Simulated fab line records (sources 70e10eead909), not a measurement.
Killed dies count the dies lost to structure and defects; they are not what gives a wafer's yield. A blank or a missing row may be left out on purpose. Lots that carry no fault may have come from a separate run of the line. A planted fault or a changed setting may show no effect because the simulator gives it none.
Which tool is to blame? | flow nand-harc | 36 wafers from 12 lots sampled at 6 of the route's 1159 steps

== WHAT THE GAUGES SHOWED, per wafer ==
NHARC_A_ZERO_WELL_INSPECT_17.
lot  | measured     | on                | raw-defect-count
L074 | day 6 18:32  | defect-inspect-02 | 9 17 8
L078 | day 7 12:04  | defect-inspect-02 | 19 7 8
L080 | day 7 18:57  | defect-inspect-01 | 19 15 12
L081 | day 8 12:12  | defect-inspect-02 | 8 7 8
L083 | day 8 13:52  | defect-inspect-02 | 28 11 13
L084 | day 9 04:14  | defect-inspect-01 | 10 12 17
L086 | day 9 22:11  | defect-inspect-02 | 3 12 11
L089 | day 10 16:55 | defect-inspect-02 | 8 10 18
L091 | day 10 23:45 | defect-inspect-02 | 5 4 12
L092 | day 11 00:47 | defect-inspect-02 | 5 11 6
L095 | day 11 18:07 | defect-inspect-01 | 9 16 10
L097 | day 12 10:22 | defect-inspect-02 | 14 10 14

== EACH LOT AND THE TOOL THAT RAN IT (in order: tool; ch and the chambers of the sampled wafers; start) ==
lot  | NHARC_P_M1_ETCH_28                            | NHARC_P_M1_DEP_33              | NHARC_P_M2_DEP_33               | NHARC_P_BONDPAD_ETCH_24                       | NHARC_P_BONDPAD_ANNEAL_28
L074 | rie-diel-13 ch 1,2,3, day 6 07:05 or earlier  | pecvd-04 ch 1,2, day 6 07:05   | pecvd-03 ch 1,2, day 6 11:17    | rie-diel-02 ch 0,1,3, day 6 14:50 or earlier  | rtp-anneal-01 ch 0, day 6 14:50
L078 | rie-diel-08 ch 1,3, day 7 00:37 or earlier    | pecvd-03 ch 1,2, day 7 00:37   | pecvd-04 ch 0,1, day 7 04:59    | rie-diel-07 ch 1,2,3, day 7 08:32 or earlier  | rtp-anneal-01 ch 0, day 7 08:32
L080 | rie-diel-08 ch 0,1,3, day 7 07:16 or earlier  | pecvd-03 ch 0,1, day 7 07:16   | pecvd-03 ch 1,2, day 7 11:43    | rie-diel-09 ch 0,1, day 7 15:07 or earlier    | rtp-anneal-02 ch 0, day 7 15:07
L081 | rie-diel-01 ch 1,2,3, day 8 00:40 or earlier  | pecvd-03 ch 0,1,2, day 8 00:40 | pecvd-03 ch 0,2, day 8 05:16    | rie-diel-02 ch 1,2,3, day 8 08:40 or earlier  | rtp-anneal-01 ch 0, day 8 08:40
L083 | rie-diel-08 ch 0,2,3, day 8 02:38 or earlier  | pecvd-02 ch 1,2, day 8 02:38   | pecvd-04 ch 0,1,2, day 8 06:48  | rie-diel-02 ch 0,2, day 8 10:21 or earlier    | rtp-anneal-01 ch 0, day 8 10:21
L084 | rie-diel-01 ch 0,1,3, day 8 16:52 or earlier  | pecvd-02 ch 0,1,2, day 8 16:52 | pecvd-04 ch 0,1,2, day 8 21:04  | rie-diel-02 ch 0,2,3, day 9 00:34 or earlier  | rtp-anneal-01 ch 0, day 9 00:34
L086 | rie-diel-13 ch 0,1, day 9 10:56 or earlier    | pecvd-02 ch 0,1, day 9 10:56   | pecvd-03 ch 0,1, day 9 15:09    | rie-diel-02 ch 0,1,2, day 9 18:35 or earlier  | rtp-anneal-01 ch 0, day 9 18:35
L089 | rie-diel-08 ch 0,1,3, day 10 05:28 or earlier | pecvd-02 ch 0,1, day 10 05:28  | pecvd-03 ch 1,2, day 10 09:46   | rie-diel-02 ch 0,1,3, day 10 13:22 or earlier | rtp-anneal-01 ch 0, day 10 13:22
L091 | rie-diel-13 ch 0,2,3, day 10 12:24 or earlier | pecvd-03 ch 0,2, day 10 12:24  | pecvd-02 ch 1,2, day 10 16:38   | rie-diel-02 ch 0,1,2, day 10 20:13 or earlier | rtp-anneal-02 ch 0, day 10 20:13
L092 | rie-diel-13 ch 0,2,3, day 10 13:10 or earlier | pecvd-04 ch 1,2, day 10 13:10  | pecvd-03 ch 1,2, day 10 17:21   | rie-diel-02 ch 0,1,2, day 10 21:08 or earlier | rtp-anneal-01 ch 0, day 10 21:08
L095 | rie-diel-08 ch 0,1,2, day 11 06:21 or earlier | pecvd-02 ch 1,2, day 11 06:21  | pecvd-02 ch 0,2, day 11 10:55   | rie-diel-02 ch 0,1,2, day 11 14:33 or earlier | rtp-anneal-01 ch 0, day 11 14:33
L097 | rie-diel-08 ch 0,1,3, day 11 22:41 or earlier | pecvd-03 ch 0,2, day 11 22:41  | pecvd-02 ch 0,1,2, day 12 03:10 | rie-diel-02 ch 0,1, day 12 06:43 or earlier   | rtp-anneal-02 ch 0, day 12 06:43
- NHARC_P_M1_ETCH_28: etches the open film in CF4/N2, target depth 30 nm, time 72.99 s.
- NHARC_P_M1_DEP_33: deposits SiCN, target thk 30 nm.
- NHARC_P_M2_DEP_33: deposits SiCN, target thk 30 nm.
- NHARC_P_BONDPAD_ETCH_24: etches the open film in CF4/N2, target depth 30 nm, time 72.99 s.
- NHARC_P_BONDPAD_ANNEAL_28: time 90 s.

== THE ANSWER, worked out from the rows above alone ==
Rule: what is usual is taken from the lots themselves. Put in order of their means at a reading, lots are off if they are a third of the lots or fewer, leave a main group of 4 or more, and stand apart from it by a gap of 3 or more times the standard deviation of the main group's means; of several such gaps the widest counts. A main group is skipped when, at the precision printed for the reading in the tables above, its means are all equal. Also off: a lot with no number at a reading for which 4 or more lots have one. Any other lot the step has rows for is counted as sound.
None of the lots is off at any reading shown; this tells nothing.

== WHAT WAS PUT IN BY THE SIMULATOR ==
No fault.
